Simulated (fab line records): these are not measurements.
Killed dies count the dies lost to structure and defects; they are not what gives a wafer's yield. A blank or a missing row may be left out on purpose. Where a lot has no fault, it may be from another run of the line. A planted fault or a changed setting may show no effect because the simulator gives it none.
What tool caused it? -- flow n5_finfet -- 10 lots with 28 wafers sampled at 5 steps, on a route of 1938 steps

WHAT THE GAUGES READ, wafer by wafer
N5_ILD0_INSPECT_06: inspects for defects (darkfield). Usual: 36 for raw_defect_count, sd 17.
lot,measured,on,raw_defect_count,flag
L984,day 4 02:04,defect_inspect-02,17 15 26,
L985,day 4 11:23,defect_inspect-01,35 45 46,
L986,day 4 11:47,defect_inspect-02,21 21 27,
L988,day 4 22:57,defect_inspect-02,28 24 59,
L995,day 6 22:50,defect_inspect-02,27 18 25,
L999,day 7 18:26,defect_inspect-02,38 52 51,
L101,day 8 03:13,defect_inspect-02,16 16,
L102,day 8 11:56,defect_inspect-01,39 52,
L104,day 9 04:40,defect_inspect-01,125 46 69,
L105,day 9 06:44,defect_inspect-02,16 35 24,

N5_BEOL_M4_RC_MEAS_101. Usual: DIBL_N 36.9 mV/V, standard deviation 1.7; DIBL_P 37.3 mV/V, standard deviation 2.3; IOFF_N 0.16 nA/um, standard deviation 0.033; IOFF_P 0.22 nA/um, standard deviation 0.04; ION_N 673 uA/um, standard deviation 12; ION_P 463 uA/um, standard deviation 8; SS_N 71.6 mV/dec, standard deviation 0.58; SS_P 73.4 mV/dec, standard deviation 0.74; VT_N 250 mV, standard deviation 3.2; VT_P -250 mV, standard deviation 3.4.
lot,measured,on,DIBL_N (mV/V),DIBL_P (mV/V),IOFF_N (nA/um),IOFF_P (nA/um),ION_N (uA/um),ION_P (uA/um),SS_N (mV/dec),SS_P (mV/dec),VT_N (mV),VT_P (mV),flag
L984,day 8 13:19,prober-02,35.8 36.7 36.7,38.3 38.5 39.2,0.15 0.16 0.16,0.19 0.20 0.21,669 675 667,455 463 458,71.9 71.5 71.4,74.0 73.6 74.5,251 249 250,-256 -255 -254,
L985,day 8 22:41,prober-02,39.3 38.8 36.7,42.2 40.3 38.6,0.25 0.20 0.17,0.33 0.28 0.25,684 681 695,475 465 480,72.0 71.8 72.0,73.5 74.5 72.9,245 248 250,-245 -247 -247,
L986,day 8 18:08,prober-02,37.3 36.1 36.7,38.3 37.8 38.3,0.18 0.16 0.18,0.23 0.22 0.24,676 668 684,460 464 475,72.1 71.6 72.0,73.7 72.9 72.8,249 252 247,-249 -250 -249,
L988,day 9 07:04,prober-01,36.9 34.3 35.0,36.3 33.5 33.1,0.17 0.14 0.13,0.20 0.17 0.16,665 684 660,451 461 446,71.1 70.8 71.4,73.1 73.1 72.3,251 250 253,-252 -257 -257,
L995,day 11 16:25,prober-01,36.9 37.1 37.4,- - -,0.15 0.15 0.17,- - -,664 666 686,- - -,70.8 71.7 71.7,- - -,251 252 249,- - -,OFF
L999,day 12 14:53,prober-02,36.6 34.0 36.0,- - -,0.16 0.12 0.16,- - -,674 659 693,- - -,72.5 71.4 71.6,- - -,251 254 249,- - -,OFF
L101,day 12 07:57,prober-01,36.9 35.7,35.1 34.5,0.13 0.13,0.20 0.19,654 661,456 453,71.3 71.7,73.8 73.3,256 252,-252 -251,
L102,day 13 03:25,prober-01,38.5 38.1,37.8 37.8,0.17 0.17,0.23 0.23,697 670,476 462,71.4 71.7,73.7 72.7,248 251,-249 -250,
L104,day 13 20:19,prober-01,34.2 39.0 36.4,36.0 41.1 37.0,0.12 0.20 0.14,0.19 0.27 0.21,669 677 667,467 465 464,71.6 72.0 71.3,72.4 73.9 73.9,256 246 254,-254 -248 -248,
L105,day 13 19:45,prober-02,38.6 39.3 37.7,39.3 39.4 38.0,0.18 0.18 0.14,0.24 0.23 0.21,673 669 661,459 459 453,71.7 72.6 72.0,73.9 74.4 73.8,252 251 255,-252 -253 -255,

TOOL THAT RAN EACH LOT (tool first, then ch and the chambers of the sampled wafers, then the start)
lot,N5_SPACER0_ALD_00,N5_SD_EPI_N_DESCUM_14,N5_SD_EPI_P_VAPOR_ETCH_44
L984,"ald_sin-03 ch 1,3, day 3 08:46","rie_diel-02 ch 0,1,3, day 3 09:38","epi_rpcvd-01 ch 0, day 3 15:25"
L985,"ald_sin-02 ch 2,3, day 3 17:49","rie_diel-01 ch 1,3, day 3 18:36","epi_rpcvd-04 ch 0, day 4 01:07"
L986,"ald_sin-03 ch 0,1,3, day 3 19:14","rie_diel-02 ch 0,1,3, day 3 20:08","epi_rpcvd-01 ch 0, day 4 02:06"
L988,"ald_sin-02 ch 1,3, day 4 06:44","rie_diel-01 ch 1,2, day 4 07:43","epi_rpcvd-04 ch 0, day 4 13:21"
L995,"ald_sin-01 ch 0,2, day 6 03:45","rie_diel-01 ch 0,1, day 6 04:39","epi_rpcvd-04 ch 0, day 6 11:23"
L999,"ald_sin-03 ch 0,1,2, day 7 00:14","rie_diel-06 ch 0,3, day 7 01:08","epi_rpcvd-02 ch 0, day 7 07:21"
L101,"ald_sin-02 ch 0,2, day 7 10:36","rie_diel-02 ch 1,3, day 7 11:23","epi_rpcvd-02 ch 0, day 7 17:25"
L102,"ald_sin-03 ch 0,3, day 7 19:04","rie_diel-02 ch 0,1, day 7 19:52","epi_rpcvd-01 ch 0, day 8 02:19"
L104,"ald_sin-03 ch 0,1,3, day 8 11:27","rie_diel-01 ch 0,2, day 8 12:21","epi_rpcvd-02 ch 0, day 8 18:47"
L105,"ald_sin-01 ch 2,3, day 8 12:46","rie_diel-06 ch 0,1,2, day 8 13:44","epi_rpcvd-01 ch 0, day 8 20:05"
- N5_SPACER0_ALD_00: deposits SiOCN, target thk 3.5 nm, pulse time 3 s, purge time 2 s.
- N5_SD_EPI_N_DESCUM_14: chemistry O2, time 7.9 s.
- N5_SD_EPI_P_VAPOR_ETCH_44: etches SiGe30 in NF3/Ar, time 3.3 s.

WHAT THE TOOLS THEMSELVES READ (means of the sampled wafers that have a number; where no wafer has one, the mark that the record gives instead)
N5_SPACER0_ALD_00. Usual: heater_power_w 902 W, standard deviation 83; precursor_pulse_height_rel 1.001, standard deviation 0.02.
lot,tool,heater_power_w (W),precursor_pulse_height_rel,flag
L984,ald_sin-03,981,1.014,
L985,ald_sin-02,782,1.007,
L986,ald_sin-03,951,1.014,
L988,ald_sin-02,878,1.000,
L995,ald_sin-01,850,0.989,
L999,ald_sin-03,919,1.017,
L101,ald_sin-02,830,0.988,
L102,ald_sin-03,982,0.976,
L104,ald_sin-03,973,1.000,
L105,ald_sin-01,939,0.989,

N5_SD_EPI_N_DESCUM_14. Usual: drypump_motor_current_A 5.9 A, standard deviation 0.35; oes_product_au 0.83 a.u., standard deviation 0.11; rf_vpp_V 243.6 V, standard deviation 1.2; showerhead_plenum_p_Torr 2.14 Torr, standard deviation 0.065; temp_c 39.99 C, standard deviation 0.11; throttle_valve_pct 20.51 %, standard deviation 0.25.
lot,tool,drypump_motor_current_A (A),oes_product_au (a.u.),rf_vpp_V (V),showerhead_plenum_p_Torr (Torr),temp_c (C),throttle_valve_pct (%),flag
L984,rie_diel-02,5.7,0.81,244.4,2.16,40.06,20.43,
L985,rie_diel-01,5.8,0.71,242.7,2.05,40.03,20.76,
L986,rie_diel-02,5.7,0.81,244.2,2.16,40.00,20.43,
L988,rie_diel-01,6.0,0.71,242.7,2.11,40.06,20.66,
L995,rie_diel-01,6.1,0.77,243.5,2.13,40.05,20.57,
L999,rie_diel-06,5.9,0.85,242.2,2.06,39.98,20.62,
L101,rie_diel-02,5.5,0.82,243.9,2.17,39.93,20.48,
L102,rie_diel-02,5.8,0.80,243.8,2.15,40.08,20.49,
L104,rie_diel-01,5.9,0.75,244.4,2.18,40.06,20.56,
L105,rie_diel-06,6.1,0.90,242.7,2.08,40.12,20.52,

THE ANSWER, worked out from the rows above alone
Rule: a lot is off if the mean of its wafers that have a number lies more than 3 standard deviations from the usual mean. A lot without any number at a reading at which 4 lots or more have one is off too. All remaining lots with rows at the step are treated as sound. After the gauges, taken in route order, come the tools' own readings; for these a lot's mean is taken, as printed above. The first step at which some lot is off is used, and at that step the reading that is off furthest; a lot without a number counts as furthest.
Off: L995, L999, at N5_BEOL_M4_RC_MEAS_101 (DIBL_P). Without a number there: L995, L999.
If a tool, at a process step before that reading, ran all the lots that are off and no sound lot after the first of them, it fits. Gauges at N5_BEOL_M4_RC_MEAS_101: tried the same way as those tools. None of those tried fits.

WHAT HAD BEEN PUT IN BY THE SIMULATOR
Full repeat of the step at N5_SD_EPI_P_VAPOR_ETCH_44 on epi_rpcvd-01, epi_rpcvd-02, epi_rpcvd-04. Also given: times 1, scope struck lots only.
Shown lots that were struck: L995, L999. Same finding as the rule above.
